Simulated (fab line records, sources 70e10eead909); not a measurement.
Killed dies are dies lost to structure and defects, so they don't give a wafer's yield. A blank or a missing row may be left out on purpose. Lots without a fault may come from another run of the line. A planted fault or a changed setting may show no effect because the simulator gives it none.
Chamber matching | flow nand_harc | NHARC_P_M0_DEP_32 on pecvd-04: 3 sister chambers
The step deposits SiCN, target thk 30 nm. 16 wafers are shown with their chamber, then 8 later ones without.

WAFERS WITH THEIR CHAMBER
wafer  | chamber | heater_power_w (W) | heater_power_outer_w (W)
L137.2 | 1       | 597                | 335
L137.5 | 2       | 780                | 438
L137.6 | 0       | 474                | 249
L139.2 | 1       | 555                | 319
L139.3 | 2       | 715                | 372
L139.4 | 2       | 718                | 379
L140.3 | 0       | 541                | 305
L140.4 | 1       | 556                | 313
L140.6 | 0       | 544                | 305
L149.1 | 1       | 518                | 291
L149.4 | 1       | 546                | 296
L149.6 | 0       | 565                | 321
L154.1 | 1       | 654                | 373
L154.3 | 0       | 547                | 313
L154.5 | 1       | 645                | 370
L155.2 | 1       | 660                | 380

SIGNATURES (means of the wafers above)
reading              | chamber 0 | chamber 1 | chamber 2 | scatter within a chamber
heater_power_w       | 534.20    | 591.38    | 737.67    | 47.3
heater_power_outer_w | 298.60    | 334.62    | 396.33    | 33.7
Rule: a wafer's distance from a chamber is the root of the sum, over the readings, of the square of ((its reading less the chamber's mean) divided by the reading's scatter). The wafer belongs to the nearest chamber; if the next one is less than 2 further off, it can't be placed. The scatter: the root of (the sum of the squares of (reading less its chamber's mean) over the shown wafers, divided by (wafers less chambers)).

WAFERS WITHOUT THEIR CHAMBER
wafer  | heater_power_w (W) | heater_power_outer_w (W)
L155.3 | 476                | 260
L155.6 | 666                | 380
L156.1 | 612                | 352
L156.3 | 687                | 371
L156.4 | 678                | 395
L159.1 | 732                | 414
L159.3 | 538                | 302
L159.4 | 520                | 300

WHICH CHAMBER EACH WENT THROUGH
wafer  | from the rows above     | in truth
L155.3 | can't be placed: 0 or 1 | 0
L155.6 | can't be placed: 2 or 1 | 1
L156.1 | can't be placed: 1 or 0 | 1
L156.3 | can't be placed: 2 or 1 | 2
L156.4 | can't be placed: 2 or 1 | 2
L159.1 | 2                       | 2
L159.3 | can't be placed: 0 or 1 | 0
L159.4 | can't be placed: 0 or 1 | 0
Placed correctly: 1 of 8. Can't be placed from these rows: 7 (the true chamber is among the candidates in 7). Placed wrongly: 0.
